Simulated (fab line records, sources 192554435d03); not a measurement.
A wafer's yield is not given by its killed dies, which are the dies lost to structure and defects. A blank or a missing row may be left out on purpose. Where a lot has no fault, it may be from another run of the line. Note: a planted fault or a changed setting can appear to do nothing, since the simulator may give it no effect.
8D (eight disciplines) problem report, filled in by code / flow n5-finfet / the parts of the form that need people (team, actions taken, sign-off) are left out

## 1. THE ISSUE
At N5_BEOL_M10_STRIP_77, chamber-pressure-mTorr averages 26.010 mTorr over 6 wafers from 2 lots, while fault-free wafers read 20.001 mTorr, standard deviation 0.017. That is +99 or more standard deviations from the usual mean.
The step: strips in N2/H2, time 10 s.
First seen on wafer L477.2, day 12 17:07, on rie-diel-02. At this step, 29 wafers from 10 lots have a number in the record. By rule, "out" or "out of limits" means more than 4 standard deviations away from the usual mean. All remaining wafers that have a number are taken as sound.

## 2. WHAT IT IS; WHAT IT IS NOT
question=which readings at this step | is=chamber-pressure-mTorr | is not=drypump-motor-current-A, oes-product-au, showerhead-plenum-p-Torr, throttle-valve-pct
question=which lots | is=L477, L480 | is not=L470, L471, L485, L486, L488, L489, L490, L492
question=which wafers of those lots | is=all that have a number | is not=-
question=read on which tools | is=rie-diel-02 | is not=rie-diel-01, rie-diel-05
question=when | is=from day 12 17:07 | is not=up to then (6 sound wafers); but 17 sound wafers of L485, L486, L488, L489, L490, L492 came after

## 3. THE SUSPECTS, EACH WITH WHAT RULES IT OUT
Counting: a tool stays on the suspect list if, at a process step up to the reading, it processed all lots that are out and no sound lot following the first of them.
- rie-diel-02 at N5_BEOL_M10_DESCUM_33 (chemistry O2, time 7.9 s): ruled out as a lasting fault. Following L477 (day 12 16:42), the first lot on it that is out, the sound lots L489, L492 were run on it.
- rie-diel-02 at N5_BEOL_M10_ETCH_65 (etches SiARC in CF4, target depth 39 nm, time 65 s): ruled out as a lasting fault. Following L477 (day 12 16:44), the first lot on it that is out, the sound lots L489, L492 were run on it.
- rie-diel-02 at N5_BEOL_M10_STRIP_77 (strips in N2/H2, time 10 s): ruled out as a lasting fault. Following L477 (day 12 17:07), the first lot on it that is out, the sound lots L489, L492 were run on it.
Left after counting: nothing in the record.

## 4. THE CAUSE (what the simulator had put in)
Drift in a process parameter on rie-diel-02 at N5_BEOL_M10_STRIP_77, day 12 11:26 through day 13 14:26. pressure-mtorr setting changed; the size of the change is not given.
Counting ruled it out, wrongly.

## 5. THE EFFECT CHAIN, in route order
Rows list readings where the struck wafers' mean (over those with a number) sits beyond 3 standard deviations from the usual. Readings are gone through only where the record gives a usual standard deviation; hours: the median, over the lots, of the time from a lot's start at the first step in this table giving one to that lot's start at this step; sigmas: the change measured in usual standard deviations.
hours=0; step=N5_BEOL_M10_STRIP_77; reading=chamber-pressure-mTorr; usual=20.001 mTorr; on struck wafers=26.010; change=+6.009; sigmas=+99 or more
Its process steps:
- N5_BEOL_M10_STRIP_77: strips in N2/H2, time 10 s.

## 6. WHAT WOULD HAVE CAUGHT IT SOONER
The fault began at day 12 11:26; the first out-of-limits reading in this record came at day 12 17:07, 6 hours later.
